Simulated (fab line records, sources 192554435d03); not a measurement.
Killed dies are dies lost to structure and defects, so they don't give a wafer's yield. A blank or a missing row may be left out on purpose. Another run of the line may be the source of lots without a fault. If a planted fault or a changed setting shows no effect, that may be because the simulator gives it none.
8D (eight disciplines) problem report, filled in by code ; flow n5Finfet ; the parts of the form that need people (team, actions taken, sign-off) are left out

== 1. WHAT IS WRONG ==
rfFwdPowerW at N5_MOL_CONTACT_COAG_ETCH_106 reads a mean of 633.5 W on 6 wafers of 2 lots; wafers without a fault read 836.3 W with a standard deviation of 2.8. That is -72 standard deviations from the usual mean.
The step: etches SOC in N2/H2, target depth 80 nm, overetch 16 nm, time 120 s.
The first sign was on wafer L376.2 at day 8 05:30, on rieDiel-06. The record has a number at this step for 27 wafers belonging to 9 lots. By rule, "out" or "out of limits" means more than 4 standard deviations away from the usual mean. Any other wafer with a number is counted as sound.

== 2. WHAT IT IS AND WHAT IT IS NOT ==
question;is;is not
which readings at this step;rfFwdPowerW, rfVppV;drypumpMotorCurrentA, oesProductAu, throttleValvePct
which lots;L376, L377;L363, L364, L367, L381, L382, L385, L386
which wafers of those lots;all that have a number;-
read on which tools;rieDiel-06;rieDiel-01, rieDiel-02
when;from day 8 05:30;"up to then (9 sound wafers); but 12 sound wafers of L381, L382, L385, L386 came after"

== 3. THE SUSPECTS, EACH WITH WHAT RULES IT OUT ==
Counting: a tool at a process step up to the reading stays a suspect if it ran every lot that is out and no sound lot after the first of them.
- rieMetal-01 at N5_GATE_CUT_CUT_ETCH_53 (etches W in SF6/Cl2, target depth 79.2 nm): ruled out as a lasting fault. Sound lots L382, L385 ran on it after its first lot that is out, L376 (day 8 01:48).
- rieDiel-06 at N5_MOL_CONTACT_COAG_ETCH_106 (etches SOC in N2/H2, target depth 80 nm, overetch 16 nm, time 120 s): kept. All lots that are out passed through it, beginning with L376 at day 8 05:30, and no sound lot followed; its final sound lot before that point was L367 at day 5 20:58. On those wafers its own readings are out: rfFwdPowerW, rfVppV.
Left after counting: rieDiel-06 at N5_MOL_CONTACT_COAG_ETCH_106.

== 4. THE CAUSE (what the simulator had put in) ==
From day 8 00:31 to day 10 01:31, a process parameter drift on rieDiel-06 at N5_MOL_CONTACT_COAG_ETCH_106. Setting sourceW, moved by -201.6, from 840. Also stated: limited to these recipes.
After counting, this tool was the only one left.

== 5. SEQUENCE OF EFFECTS, ordered by route ==
Rows list readings where the struck wafers' mean (over those with a number) sits beyond 3 standard deviations from the usual. Only readings whose record carries a usual standard deviation are examined. hours: median over the lots of the time between each lot's start at the first step of this table that gives one and its start at this step. sigmas: the change, counted in usual standard deviations.
hours;step;reading;usual;on struck wafers;change;sigmas
0;N5_MOL_CONTACT_COAG_ETCH_106;rfFwdPowerW;836.3 W;633.5;-202.8;-72
0;N5_MOL_CONTACT_COAG_ETCH_106;rfVppV;523.2 V;575.2;+52.0;+21
203;N5_PASSIVATION_PROBE_49;defectLimitedYield;91.4 %;66.0;-25.4;-20
203;N5_PASSIVATION_PROBE_49;killedAtContacts;13;324;+311;+53
203;N5_PASSIVATION_PROBE_49;killedDies;101;401;+300;+20
203;N5_PASSIVATION_PROBE_49;killedOnRim;13;56;+43;+11
203;N5_PASSIVATION_PROBE_49;sort_bin_5_function;5.0 %;30.5;+25.5;+32
203;N5_PASSIVATION_PROBE_49;sortNPass;1079;779;-300;-20
203;N5_PASSIVATION_PROBE_49;sortYieldPct;91.4 %;66.0;-25.4;-20
The process steps in it:
- N5_MOL_CONTACT_COAG_ETCH_106: etches SOC in N2/H2, target depth 80 nm, overetch 16 nm, time 120 s.
- N5_PASSIVATION_PROBE_49
Later steps that measure or inspect, where all struck wafers having a row at the step show a number for every such reading and not one has moved that far: N5_BEOL_M4_RC_MEAS_101.

== 6. HOW IT WOULD HAVE BEEN CAUGHT EARLIER ==
In this record the first reading out of limits was taken at day 8 05:30, 5 hours after the fault began at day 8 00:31.
